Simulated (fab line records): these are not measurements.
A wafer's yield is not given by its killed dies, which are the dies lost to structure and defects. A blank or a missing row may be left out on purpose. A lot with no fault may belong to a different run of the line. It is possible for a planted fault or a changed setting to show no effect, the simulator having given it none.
Check of tool commonality | flow nandHarc | 11 lots, 33 wafers sampled

== REASON FOR OPENING ==
Flagged at NHARC_P_CONTACT_CD_MEAS_12: reading cdNm, on 1 of 11 lots. No-fault wafers: 90.3 nm, standard deviation 0.63.
Rule: a lot gets a flag if all its wafers with a number sit over 4 standard deviations from that mean, or if no wafer of it has a number. All remaining lots are regarded as sound.

lot  | measured     | on       | cdNm (nm), wafer by wafer | flag
L534 | day 6 01:40  | cdSem-01 | 90.2 88.8 90.4            | 
L536 | day 6 18:33  | cdSem-01 | 91.2 90.4 91.1            | 
L537 | day 7 03:44  | cdSem-01 | 91.0 90.6 91.1            | 
L535 | day 8 08:38  | cdSem-02 | 89.9 90.5 89.7            | 
L541 | day 8 19:20  | cdSem-01 | 68.9 69.1 70.5            | FLAGGED
L545 | day 10 19:49 | cdSem-01 | 91.2 90.4 90.7            | 
L548 | day 11 20:04 | cdSem-03 | 91.1 89.9 90.4            | 
L552 | day 13 03:22 | cdSem-01 | 89.7 90.5 90.3            | 
L553 | day 13 15:52 | cdSem-01 | 90.6 89.8 89.6            | 
L554 | day 14 05:40 | cdSem-01 | 91.1 90.6 90.9            | 
L557 | day 15 08:40 | cdSem-03 | 90.1 90.6 89.9            | 
The numbers of the flagged lots are 69.5 nm on average: -20.8 nm against the usual, or -33 standard deviations.

== LOT BY LOT: THE TOOL USED ==
Before the reading, the record contains 2 process steps out of a 1302-step route. Every cell lists first the tool, next ch and the chambers used by the sampled wafers, and last the start.
lot  | flag    | NHARC_P_CONTACT_DEP_00                     | NHARC_P_CONTACT_EXPOSE_09
L534 |         | pecvd-03 ch 0,2, day 6 01:32 or earlier    | arfiScanner-02 ch 0, day 6 01:32
L536 |         | pecvd-03 ch 0,1, day 6 18:25 or earlier    | arfiScanner-02 ch 0, day 6 18:25
L537 |         | pecvd-01 ch 0,1,2, day 7 03:37 or earlier  | arfiScanner-03 ch 0, day 7 03:37
L535 |         | pecvd-03 ch 0,1,2, day 8 08:29 or earlier  | arfiScanner-02 ch 0, day 8 08:29
L541 | FLAGGED | pecvd-01 ch 0,1,2, day 8 19:11 or earlier  | arfiScanner-01 ch 0, day 8 19:11
L545 |         | pecvd-03 ch 0,1, day 10 18:27              | arfiScanner-01 ch 0, day 10 19:41
L548 |         | pecvd-01 ch 0,1,2, day 11 19:56 or earlier | arfiScanner-01 ch 0, day 11 19:56
L552 |         | pecvd-01 ch 0,1,2, day 13 03:14 or earlier | arfiScanner-01 ch 0, day 13 03:14
L553 |         | pecvd-03 ch 0,1, day 13 15:43 or earlier   | arfiScanner-01 ch 0, day 13 15:43
L554 |         | pecvd-02 ch 1,2, day 14 05:32 or earlier   | arfiScanner-01 ch 0, day 14 05:32
L557 |         | pecvd-01 ch 1,2, day 15 08:31 or earlier   | arfiScanner-03 ch 0, day 15 08:31
What is done by these steps:
- NHARC_P_CONTACT_DEP_00: deposits SiO2, target thk 500 nm.
- NHARC_P_CONTACT_EXPOSE_09: exposes mask P CA, target cd 90 nm.
- NHARC_P_CONTACT_CD_MEAS_12: target cd 90 nm.

== FLAGGED OVER TOTAL, TOOL BY TOOL (the gauges that took the reading come last) ==
step                       | tool           | lots run | flagged | share of the flagged lots | sound lots run after its first flagged lot
NHARC_P_CONTACT_DEP_00     | pecvd-01       | 5        | 1       | all                       | 3 (L548,L552,L557)
NHARC_P_CONTACT_DEP_00     | pecvd-02       | 1        | 0       | none                      | -
NHARC_P_CONTACT_DEP_00     | pecvd-03       | 5        | 0       | none                      | -
NHARC_P_CONTACT_EXPOSE_09  | arfiScanner-01 | 6        | 1       | all                       | 5 (L545,L548,L552,L553,L554)
NHARC_P_CONTACT_EXPOSE_09  | arfiScanner-02 | 3        | 0       | none                      | -
NHARC_P_CONTACT_EXPOSE_09  | arfiScanner-03 | 2        | 0       | none                      | -
NHARC_P_CONTACT_CD_MEAS_12 | cdSem-01       | 8        | 1       | all                       | 4 (L545,L552,L553,L554)
NHARC_P_CONTACT_CD_MEAS_12 | cdSem-02       | 1        | 0       | none                      | -
NHARC_P_CONTACT_CD_MEAS_12 | cdSem-03       | 2        | 0       | none                      | -
With no start given for some of its lots, NHARC_P_CONTACT_DEP_00 uses the hours and lot order of NHARC_P_CONTACT_EXPOSE_09.

== WHAT THE TABLE PERMITS ==
3 rows of the table ran every flagged lot: pecvd-01 at NHARC_P_CONTACT_DEP_00, arfiScanner-01 at NHARC_P_CONTACT_EXPOSE_09, cdSem-01 at NHARC_P_CONTACT_CD_MEAS_12.
- pecvd-01 at NHARC_P_CONTACT_DEP_00: 1 of its 5 lots flagged. Sound lots ran on it after the first flagged one (L548, L552, L557), which a lasting fault on the whole tool wouldn't allow.
- arfiScanner-01 at NHARC_P_CONTACT_EXPOSE_09: 1 of its 6 lots flagged. Sound lots ran on it after the first flagged one (L545, L548, L552, L553, L554), which a lasting fault on the whole tool wouldn't allow.
- cdSem-01 at NHARC_P_CONTACT_CD_MEAS_12: 1 of its 8 lots flagged. Sound lots ran on it after the first flagged one (L545, L552, L553, L554), which a lasting fault on the whole tool wouldn't allow.
There is no row in the table that ran each flagged lot and no sound lot after the first.

== WHAT THE SIMULATOR PUT IN ==
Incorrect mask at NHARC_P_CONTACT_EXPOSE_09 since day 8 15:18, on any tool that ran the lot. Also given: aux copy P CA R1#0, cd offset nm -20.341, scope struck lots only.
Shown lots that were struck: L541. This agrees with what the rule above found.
